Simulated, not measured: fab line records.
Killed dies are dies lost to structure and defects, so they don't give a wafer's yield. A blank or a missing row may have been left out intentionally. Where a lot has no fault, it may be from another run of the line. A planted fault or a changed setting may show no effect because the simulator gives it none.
Which tool did it? + flow nand harc + 72 wafers from 24 lots sampled at 6 of the route's 1159 steps

WHAT THE GAUGES SHOWED, per wafer
NHARC_P_M0_OVL_MEAS_10: pitch 180 nm. Usual: overlay x nm -0.2 nm, standard deviation 1.1; overlay y nm 0.0 nm, standard deviation 0.86.
| lot  | measured     | on         | overlay x nm (nm) | overlay y nm (nm) | flag |
|------|--------------|------------|-------------------|-------------------|------|
| L074 | day 5 17:02  | overlay-01 | -1.5 -1.8 -1.2    | -0.1 -0.2 -0.5    |      |
| L075 | day 5 20:45  | overlay-01 | -1.9 -2.3 -2.5    | -0.7 -0.4 -0.9    |      |
| L076 | day 6 06:41  | overlay-02 | 0.8 0.0 -0.2      | -0.7 -0.7 -1.0    |      |
| L077 | day 6 10:17  | overlay-01 | -1.7 -1.4 -1.5    | -2.1 -1.6 -1.9    |      |
| L079 | day 6 23:34  | overlay-01 | -0.7 -0.7 -0.8    | 0.2 -0.3 0.2      |      |
| L078 | day 7 00:14  | overlay-02 | 0.4 0.0 0.4       | 0.8 1.2 0.6       |      |
| L080 | day 7 13:20  | overlay-02 | 0.9 0.7 1.3       | 0.9 1.3 0.8       |      |
| L081 | day 7 13:53  | overlay-02 | 0.0 -0.6 -0.3     | 0.1 -0.4 0.1      |      |
| L084 | day 7 22:36  | overlay-02 | 0.4 0.6 1.1       | 1.1 0.9 0.7       |      |
| L083 | day 8 02:01  | overlay-02 | -1.6 -1.2 -0.8    | -1.9 -1.3 -1.6    |      |
| L082 | day 8 03:17  | overlay-01 | 0.5 0.3 0.5       | -0.1 -0.3 -0.1    |      |
| L087 | day 9 03:35  | overlay-02 | -0.4 -0.3 -0.6    | 0.2 0.2 -0.1      |      |
| L088 | day 9 09:52  | overlay-01 | -1.4 -2.4 -1.4    | 1.4 1.0 1.1       |      |
| L085 | day 9 10:25  | overlay-01 | 1.1 1.2 0.8       | -0.9 -1.0 -1.3    |      |
| L086 | day 9 11:12  | overlay-02 | -0.5 0.3 0.7      | 0.0 1.0 0.3       |      |
| L089 | day 9 13:59  | overlay-02 | 0.2 -0.2 0.7      | -0.8 0.0 -0.8     |      |
| L090 | day 9 20:44  | overlay-02 | -0.8 -0.7 -0.7    | 0.2 -0.2 0.5      |      |
| L092 | day 9 22:46  | overlay-01 | 2.9 2.5 2.8       | -0.4 -0.2 0.0     |      |
| L091 | day 9 23:36  | overlay-02 | 0.0 0.2 0.0       | 0.0 -0.1 0.0      |      |
| L093 | day 10 11:11 | overlay-02 | 0.0 -0.6 -0.3     | 0.0 0.2 0.7       |      |
| L094 | day 10 17:16 | overlay-02 | 0.6 0.1 0.3       | 0.1 -0.7 0.0      |      |
| L096 | day 11 02:02 | overlay-02 | -0.5 -0.4 -1.0    | 1.4 1.3 1.7       |      |
| L095 | day 11 03:01 | overlay-02 | 0.8 0.6 1.0       | 0.9 0.2 0.7       |      |
| L097 | day 11 06:38 | overlay-01 | -0.4 -0.6 -0.4    | 1.2 0.9 1.0       |      |

NHARC_P_M1_OVL_MEAS_10: pitch 260 nm. Usual: overlay x nm -0.1 nm, standard deviation 1; overlay y nm -0.1 nm, standard deviation 0.61.
| lot  | measured     | on         | overlay x nm (nm) | overlay y nm (nm) | flag |
|------|--------------|------------|-------------------|-------------------|------|
| L074 | day 5 21:32  | overlay-02 | -1.7 -1.4 -0.9    | -0.8 -0.7 -1.0    |      |
| L075 | day 6 01:20  | overlay-02 | -0.4 -0.6 -1.1    | 0.0 1.1 0.6       |      |
| L076 | day 6 10:43  | overlay-02 | 1.7 1.2 1.1       | -0.3 -0.6 -0.8    |      |
| L077 | day 6 14:22  | overlay-02 | -0.5 -0.8 -1.0    | -0.3 0.0 -0.3     |      |
| L079 | day 7 03:35  | overlay-02 | -0.3 -0.3 -0.3    | 1.0 1.2 0.9       |      |
| L078 | day 7 04:23  | overlay-02 | 3.1 2.6 2.2       | -0.2 -1.2 -0.5    |      |
| L080 | day 7 17:26  | overlay-02 | -1.4 -1.8 -1.2    | -0.6 -0.8 -0.4    |      |
| L081 | day 7 18:04  | overlay-01 | 1.6 0.8 1.2       | -0.8 0.2 -0.3     |      |
| L084 | day 8 02:37  | overlay-01 | 0.8 0.9 0.4       | 1.0 0.8 1.0       |      |
| L083 | day 8 06:24  | overlay-01 | 0.7 0.3 -0.2      | -0.3 -0.2 -0.1    |      |
| L082 | day 8 07:31  | overlay-01 | 0.5 0.2 0.4       | -0.3 0.7 0.6      |      |
| L087 | day 9 07:38  | overlay-01 | 0.7 0.8 0.7       | 0.5 -0.3 -0.3     |      |
| L088 | day 9 13:49  | overlay-01 | -0.3 -0.6 -0.2    | 0.5 1.1 1.0       |      |
| L085 | day 9 14:43  | overlay-01 | -0.9 -1.0 -0.2    | 1.3 0.9 0.7       |      |
| L086 | day 9 15:25  | overlay-01 | -0.5 -0.1 -0.3    | 0.0 -0.5 -0.4     |      |
| L089 | day 9 18:08  | overlay-02 | 1.7 1.4 1.5       | 0.2 0.1 -0.3      |      |
| L090 | day 10 00:39 | overlay-01 | -0.7 -0.5 -0.2    | -0.8 -0.7 -0.6    |      |
| L092 | day 10 02:47 | overlay-02 | -0.4 -0.6 -0.4    | -0.3 0.2 -0.4     |      |
| L091 | day 10 03:40 | overlay-02 | -0.1 -0.3 0.2     | 0.1 -0.3 0.3      |      |
| L093 | day 10 15:32 | overlay-02 | -0.4 -1.3 -1.5    | -1.5 -0.7 -1.0    |      |
| L094 | day 10 21:19 | overlay-02 | -0.1 -0.9 -1.1    | 0.1 0.0 0.0       |      |
| L096 | day 11 06:05 | overlay-02 | -1.1 -0.1 -0.8    | 0.2 -0.3 -0.1     |      |
| L095 | day 11 06:55 | overlay-02 | -0.2 -0.6 -0.1    | 0.2 -0.6 -0.5     |      |
| L097 | day 11 10:44 | overlay-02 | -0.1 -0.9 -0.4    | 0.2 -0.1 0.1      |      |

TOOL THAT RAN EACH LOT (tool first, then ch and the chambers of the sampled wafers, then the start)
| lot  | NHARC_P_GATE_STRIP_75                | NHARC_P_CONTACT_ETCH_18                       | NHARC_P_CONTACT_DEGAS_38     | NHARC_P_M0_ETCH_15                            |
|------|--------------------------------------|-----------------------------------------------|------------------------------|-----------------------------------------------|
| L074 | plasma asher-02 ch 0,1, day 5 04:53  | rie diel-12 ch 0,1,3, day 5 14:27 or earlier  | pvd sputter-02, day 5 14:27  | rie diel-09 ch 0,2,3, day 5 21:32 or earlier  |
| L075 | plasma asher-02 ch 0,1, day 5 05:15  | rie diel-12 ch 0,1,3, day 5 15:32 or earlier  | pvd sputter-02, day 5 15:32  | rie diel-09 ch 1,2,3, day 6 01:20 or earlier  |
| L076 | plasma asher-02 ch 1, day 5 17:28    | rie diel-06 ch 0,3, day 6 02:22 or earlier    | pvd sputter-02, day 6 02:22  | rie diel-09 ch 1,2, day 6 10:43 or earlier    |
| L077 | plasma asher-01 ch 0,1, day 5 19:36  | rie diel-06 ch 0,1,2, day 6 05:25 or earlier  | pvd sputter-03, day 6 05:25  | rie diel-01 ch 0,3, day 6 14:22 or earlier    |
| L079 | plasma asher-02 ch 0,1, day 6 08:46  | rie diel-12 ch 2,3, day 6 17:46 or earlier    | pvd sputter-03, day 6 17:46  | rie diel-05 ch 0,1,3, day 7 03:35 or earlier  |
| L078 | plasma asher-01 ch 1, day 6 09:13    | rie diel-06 ch 0,2, day 6 18:31 or earlier    | pvd sputter-01, day 6 18:31  | rie diel-05 ch 1,2,3, day 7 04:23 or earlier  |
| L080 | plasma asher-01 ch 0, day 6 22:14    | rie diel-12 ch 1,2,3, day 7 07:21 or earlier  | pvd sputter-01, day 7 07:21  | rie diel-09 ch 0,1,3, day 7 17:26 or earlier  |
| L081 | plasma asher-02 ch 0,1, day 6 22:25  | rie diel-06 ch 1,2,3, day 7 07:34 or earlier  | pvd sputter-03, day 7 07:34  | rie diel-05 ch 0,1,2, day 7 18:04 or earlier  |
| L084 | plasma asher-01 ch 0,1, day 7 10:25  | rie diel-06 ch 0,1,2, day 7 19:38 or earlier  | pvd sputter-03, day 7 19:38  | rie diel-01 ch 0,1, day 8 02:37 or earlier    |
| L083 | plasma asher-02 ch 0,1, day 7 10:38  | rie diel-12 ch 0,3, day 7 20:05 or earlier    | pvd sputter-02, day 7 20:05  | rie diel-01 ch 0,1,2, day 8 06:24 or earlier  |
| L082 | plasma asher-02 ch 0,1, day 7 11:43  | rie diel-06 ch 2,3, day 7 20:57 or earlier    | pvd sputter-03, day 7 20:57  | rie diel-01 ch 0,1,3, day 8 07:31 or earlier  |
| L087 | plasma asher-02 ch 0,1, day 8 12:14  | rie diel-12 ch 2,3, day 8 21:07 or earlier    | pvd sputter-02, day 8 21:07  | rie diel-09 ch 0,2,3, day 9 07:38 or earlier  |
| L088 | plasma asher-01 ch 0,1, day 8 13:31  | rie diel-12 ch 1,3, day 8 23:04 or earlier    | pvd sputter-03, day 8 23:04  | rie diel-09 ch 0,3, day 9 13:49 or earlier    |
| L085 | plasma asher-01 ch 0,1, day 8 14:48  | rie diel-02 ch 0,1,2, day 9 00:05 or earlier  | pvd sputter-01, day 9 00:05  | rie diel-05 ch 0,1,2, day 9 14:43 or earlier  |
| L086 | plasma asher-01 ch 0,1, day 8 19:20  | rie diel-12 ch 0,1,3, day 9 04:32 or earlier  | pvd sputter-02, day 9 04:32  | rie diel-01 ch 1,2,3, day 9 15:25 or earlier  |
| L089 | plasma asher-01 ch 0, day 9 02:00    | rie diel-12 ch 0,2,3, day 9 11:30 or earlier  | pvd sputter-02, day 9 11:30  | rie diel-01 ch 0,1,3, day 9 18:08 or earlier  |
| L090 | plasma asher-01 ch 0,1, day 9 06:55  | rie diel-02 ch 1,2,3, day 9 16:10 or earlier  | pvd sputter-03, day 9 16:10  | rie diel-05 ch 1,2,3, day 10 00:39 or earlier |
| L092 | plasma asher-01 ch 0,1, day 9 11:04  | rie diel-06 ch 1,2,3, day 9 20:16 or earlier  | pvd sputter-03, day 9 20:16  | rie diel-05 ch 0,1,3, day 10 02:47 or earlier |
| L091 | plasma asher-02 ch 0,1, day 9 11:17  | rie diel-02 ch 1,2,3, day 9 21:02 or earlier  | pvd sputter-01, day 9 21:02  | rie diel-09 ch 0,1,2, day 10 03:40 or earlier |
| L093 | plasma asher-01 ch 0,1, day 9 20:42  | rie diel-12 ch 0,1,2, day 10 06:26 or earlier | pvd sputter-01, day 10 06:26 | rie diel-01 ch 0,3, day 10 15:32 or earlier   |
| L094 | plasma asher-01 ch 0,1, day 10 03:50 | rie diel-06 ch 0,1,2, day 10 13:07 or earlier | pvd sputter-03, day 10 13:07 | rie diel-09 ch 0,1, day 10 21:19 or earlier   |
| L096 | plasma asher-01 ch 0,1, day 10 14:35 | rie diel-12 ch 1,2,3, day 10 23:40 or earlier | pvd sputter-01, day 10 23:40 | rie diel-09 ch 0,3, day 11 06:05 or earlier   |
| L095 | plasma asher-02 ch 0,1, day 10 14:50 | rie diel-06 ch 1,2,3, day 11 00:31 or earlier | pvd sputter-02, day 11 00:31 | rie diel-09 ch 0,1,2, day 11 06:55 or earlier |
| L097 | plasma asher-02 ch 0,1, day 10 19:11 | rie diel-12 ch 2,3, day 11 04:17 or earlier   | pvd sputter-02, day 11 04:17 | rie diel-09 ch 0,1,2, day 11 10:44 or earlier |
- NHARC_P_GATE_STRIP_75: strips in O2.
- NHARC_P_CONTACT_ETCH_18: etches the open film in C4F8/O2/Ar, target depth 481 nm, time 240.5 s.
- NHARC_P_CONTACT_DEGAS_38: time 60 s.
- NHARC_P_M0_ETCH_15: etches the open film in C4F8/Ar, target depth 150 nm, overetch 15 nm, time 82.5 s.

AS READ BY THE TOOLS THEMSELVES (means over the sampled wafers that have a number; for cases with no such wafer, the mark the record gives instead)
NHARC_P_GATE_STRIP_75. Usual: drypump motor current A 5.49 A, standard deviation 0.28; heater power w 358 W, standard deviation 12.
| lot  | tool            | drypump motor current A (A) | heater power w (W) | flag |
|------|-----------------|-----------------------------|--------------------|------|
| L074 | plasma asher-02 | 5.58                        | 373                |      |
| L075 | plasma asher-02 | 5.53                        | 366                |      |
| L076 | plasma asher-02 | 5.26                        | 350                |      |
| L077 | plasma asher-01 | 5.60                        | 354                |      |
| L079 | plasma asher-02 | 5.55                        | 366                |      |
| L078 | plasma asher-01 | 5.84                        | 362                |      |
| L080 | plasma asher-01 | 5.17                        | 349                |      |
| L081 | plasma asher-02 | 5.53                        | 368                |      |
| L084 | plasma asher-01 | 5.38                        | 352                |      |
| L083 | plasma asher-02 | 5.54                        | 365                |      |
| L082 | plasma asher-02 | 5.55                        | 366                |      |
| L087 | plasma asher-02 | 5.54                        | 365                |      |
| L088 | plasma asher-01 | 5.39                        | 351                |      |
| L085 | plasma asher-01 | 5.39                        | 353                |      |
| L086 | plasma asher-01 | 5.40                        | 354                |      |
| L089 | plasma asher-01 | 5.18                        | 342                |      |
| L090 | plasma asher-01 | 5.61                        | 356                |      |
| L092 | plasma asher-01 | 5.60                        | 356                |      |
| L091 | plasma asher-02 | 5.42                        | 359                |      |
| L093 | plasma asher-01 | 5.40                        | 353                |      |
| L094 | plasma asher-01 | 5.60                        | 352                |      |
| L096 | plasma asher-01 | 5.38                        | 347                |      |
| L095 | plasma asher-02 | 5.40                        | 364                |      |
| L097 | plasma asher-02 | 5.56                        | 359                |      |

NHARC_P_CONTACT_ETCH_18. Usual: oes product au 0.960 a.u., standard deviation 0.017; rf vpp V 979 V, standard deviation 5.8.
| lot  | tool        | oes product au (a.u.) | rf vpp V (V) | flag |
|------|-------------|-----------------------|--------------|------|
| L074 | rie diel-12 | 0.934                 | 978          |      |
| L075 | rie diel-12 | 0.945                 | 978          |      |
| L076 | rie diel-06 | 0.972                 | 976          |      |
| L077 | rie diel-06 | 0.921                 | 980          |      |
| L079 | rie diel-12 | 0.943                 | 972          |      |
| L078 | rie diel-06 | 0.977                 | 982          |      |
| L080 | rie diel-12 | 0.970                 | 976          |      |
| L081 | rie diel-06 | 0.949                 | 982          |      |
| L084 | rie diel-06 | 0.981                 | 981          |      |
| L083 | rie diel-12 | 0.958                 | 980          |      |
| L082 | rie diel-06 | 0.973                 | 984          |      |
| L087 | rie diel-12 | 0.976                 | 977          |      |
| L088 | rie diel-12 | 0.972                 | 971          |      |
| L085 | rie diel-02 | 0.967                 | 986          |      |
| L086 | rie diel-12 | 0.957                 | 977          |      |
| L089 | rie diel-12 | 0.969                 | 978          |      |
| L090 | rie diel-02 | 0.956                 | 979          |      |
| L092 | rie diel-06 | 0.964                 | 982          |      |
| L091 | rie diel-02 | 0.963                 | 979          |      |
| L093 | rie diel-12 | 0.970                 | 981          |      |
| L094 | rie diel-06 | 0.974                 | 979          |      |
| L096 | rie diel-12 | 0.945                 | 975          |      |
| L095 | rie diel-06 | 0.965                 | 981          |      |
| L097 | rie diel-12 | 0.968                 | 974          |      |

NHARC_P_CONTACT_DEGAS_38. Usual: heater power w at 460 W, with a standard deviation of 54.
| lot  | tool           | heater power w (W) | flag |
|------|----------------|--------------------|------|
| L074 | pvd sputter-02 | 446                |      |
| L075 | pvd sputter-02 | 474                |      |
| L076 | pvd sputter-02 | 479                |      |
| L077 | pvd sputter-03 | 448                |      |
| L079 | pvd sputter-03 | 439                |      |
| L078 | pvd sputter-01 | 440                |      |
| L080 | pvd sputter-01 | 436                |      |
| L081 | pvd sputter-03 | 426                |      |
| L084 | pvd sputter-03 | 415                |      |
| L083 | pvd sputter-02 | 477                |      |
| L082 | pvd sputter-03 | 452                |      |
| L087 | pvd sputter-02 | 434                |      |
| L088 | pvd sputter-03 | 458                |      |
| L085 | pvd sputter-01 | 438                |      |
| L086 | pvd sputter-02 | 449                |      |
| L089 | pvd sputter-02 | 481                |      |
| L090 | pvd sputter-03 | 425                |      |
| L092 | pvd sputter-03 | 454                |      |
| L091 | pvd sputter-01 | 398                |      |
| L093 | pvd sputter-01 | 436                |      |
| L094 | pvd sputter-03 | 424                |      |
| L096 | pvd sputter-01 | 438                |      |
| L095 | pvd sputter-02 | 523                |      |
| L097 | pvd sputter-02 | 460                |      |

NHARC_P_M0_ETCH_15. Usual: oes product au 0.955 a.u., standard deviation 0.02; rf vpp V 439.2 V, standard deviation 2.
| lot  | tool        | oes product au (a.u.) | rf vpp V (V) | flag |
|------|-------------|-----------------------|--------------|------|
| L074 | rie diel-09 | 0.951                 | 438.9        |      |
| L075 | rie diel-09 | 0.962                 | 438.2        |      |
| L076 | rie diel-09 | 0.963                 | 437.9        |      |
| L077 | rie diel-01 | 0.911                 | 438.5        |      |
| L079 | rie diel-05 | 0.922                 | 440.5        |      |
| L078 | rie diel-05 | 0.927                 | 439.3        |      |
| L080 | rie diel-09 | 0.956                 | 438.3        |      |
| L081 | rie diel-05 | 0.940                 | 440.9        |      |
| L084 | rie diel-01 | 0.966                 | 438.0        |      |
| L083 | rie diel-01 | 0.971                 | 439.8        |      |
| L082 | rie diel-01 | 0.930                 | 439.5        |      |
| L087 | rie diel-09 | 0.960                 | 438.6        |      |
| L088 | rie diel-09 | 0.972                 | 437.6        |      |
| L085 | rie diel-05 | 0.959                 | 441.6        |      |
| L086 | rie diel-01 | 0.971                 | 440.8        |      |
| L089 | rie diel-01 | 0.974                 | 438.7        |      |
| L090 | rie diel-05 | 0.967                 | 439.2        |      |
| L092 | rie diel-05 | 0.959                 | 440.8        |      |
| L091 | rie diel-09 | 0.954                 | 439.2        |      |
| L093 | rie diel-01 | 0.966                 | 439.1        |      |
| L094 | rie diel-09 | 0.922                 | 438.6        |      |
| L096 | rie diel-09 | 0.967                 | 437.5        |      |
| L095 | rie diel-09 | 0.969                 | 438.9        |      |
| L097 | rie diel-09 | 0.973                 | 438.3        |      |

THE ANSWER, worked out from the rows above alone
Rule: take the mean of a lot's wafers that have a number; if it is more than 3 standard deviations from the usual mean, the lot is off. A lot without any number at a reading at which 4 lots or more have one is off too. The other lots that the step has rows for count as sound. Order of review: gauges by route order, followed by the tools' own readings, for which a lot's mean as printed above is used. The first step at which some lot is off is used, and at that step the reading that is off furthest; a lot without a number counts as furthest.
Across all readings shown, no lot is off: no conclusion can be drawn from this.

WHAT THE SIMULATOR HAD INSERTED
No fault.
